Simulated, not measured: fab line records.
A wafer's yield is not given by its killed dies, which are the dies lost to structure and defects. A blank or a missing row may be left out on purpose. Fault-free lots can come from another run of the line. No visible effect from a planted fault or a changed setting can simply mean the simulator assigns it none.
Problem report, 8D (eight disciplines) form, completed by code :: flow n5 finfet :: the parts of the form that need people (team, actions taken, sign-off) are left out

## 1. THE ISSUE
rf fwd power W at N5_MIM_BOT_ETCH_ETCH_00 reads a mean of 754 W on 6 wafers of 2 lots; wafers without a fault read 994 W with a standard deviation of 3. Measured from the usual mean, that is -80 standard deviations.
The step: etches TiN in Cl2/BCl3, target depth 45.5 nm.
Seen first at day 16 00:43 on rie metal-01, wafer L214.3. The record has a number at this step for 27 wafers belonging to 9 lots. Rule for "out", or "out of limits": more than 4 standard deviations from the usual mean. Any other wafer with a number is counted as sound.

## 2. WHAT IT IS, AND WHAT IT ISN'T
question: which readings at this step
is: rf fwd power W
is not: drypump motor current A

question: which lots
is: L214, L215
is not: L201, L204, L207, L212, L220, L221, L222

question: which wafers of those lots
is: all that have a number
is not: -

question: read on which tools
is: rie metal-01
is not: rie metal-02, rie metal-03

question: when
is: from day 16 00:43
is not: up to then (12 sound wafers); but 9 sound wafers of L220, L221, L222 came after

## 3. WHAT RULES OUT EACH SUSPECT
Counting: a tool at any process step up to the reading remains a suspect when it ran all the lots that are out and ran no sound lot after the first of those.
- rie metal-01 at N5_MIM_BOT_ETCH_ETCH_00 (etches TiN in Cl2/BCl3, target depth 45.5 nm): kept. It processed each lot that is out, first L214 at day 16 00:43, and no sound lot thereafter; up to then, the last sound lot it processed was L212 at day 15 19:51. On those wafers its own readings are out: rf fwd power W.
Left after counting: rie metal-01 at N5_MIM_BOT_ETCH_ETCH_00.

## 4. THE CAUSE (what the simulator had put in)
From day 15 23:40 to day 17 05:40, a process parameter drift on rie metal-01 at N5_MIM_BOT_ETCH_ETCH_00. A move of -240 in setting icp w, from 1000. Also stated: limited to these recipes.
The count eliminated every tool but this one.

## 5. SEQUENCE OF EFFECTS, ordered by route
One row per reading whose mean, taken over the struck wafers that have a number, lies over 3 standard deviations from the usual. Scope: only readings with a usual standard deviation given in the record; hours: median across lots of the time from each lot's start at the first step in this table that gives one to its start at this step; sigmas: change in usual standard deviations.
hours: 0
step: N5_MIM_BOT_ETCH_ETCH_00
reading: oes_ar_750_au
usual: 0.78 a.u.
on struck wafers: 0.51
change: -0.27
sigmas: -3.2

hours: 0
step: N5_MIM_BOT_ETCH_ETCH_00
reading: rf fwd power W
usual: 994 W
on struck wafers: 754
change: -240
sigmas: -80

hours: 11
step: N5_PASSIVATION_PROBE_49
reading: defect limited yield
usual: 90.9 %
on struck wafers: 74.6
change: -16.3
sigmas: -13

hours: 11
step: N5_PASSIVATION_PROBE_49
reading: killed at other
usual: 4
on struck wafers: 208
change: +204
sigmas: +66

hours: 11
step: N5_PASSIVATION_PROBE_49
reading: killed dies
usual: 108
on struck wafers: 300
change: +192
sigmas: +12

hours: 11
step: N5_PASSIVATION_PROBE_49
reading: sort_bin_5_function
usual: 5.4 %
on struck wafers: 22.3
change: +16.9
sigmas: +19

hours: 11
step: N5_PASSIVATION_PROBE_49
reading: sort n pass
usual: 1072
on struck wafers: 880
change: -192
sigmas: -12

hours: 11
step: N5_PASSIVATION_PROBE_49
reading: sort yield pct
usual: 90.9 %
on struck wafers: 74.6
change: -16.3
sigmas: -13
Process steps it contains:
- N5_MIM_BOT_ETCH_ETCH_00: etches TiN in Cl2/BCl3, target depth 45.5 nm.
- N5_PASSIVATION_PROBE_49

## 6. WHAT WOULD HAVE CAUGHT IT SOONER
In this record the first reading out of limits was taken at day 16 00:43, 1 hour after the fault began at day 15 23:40.
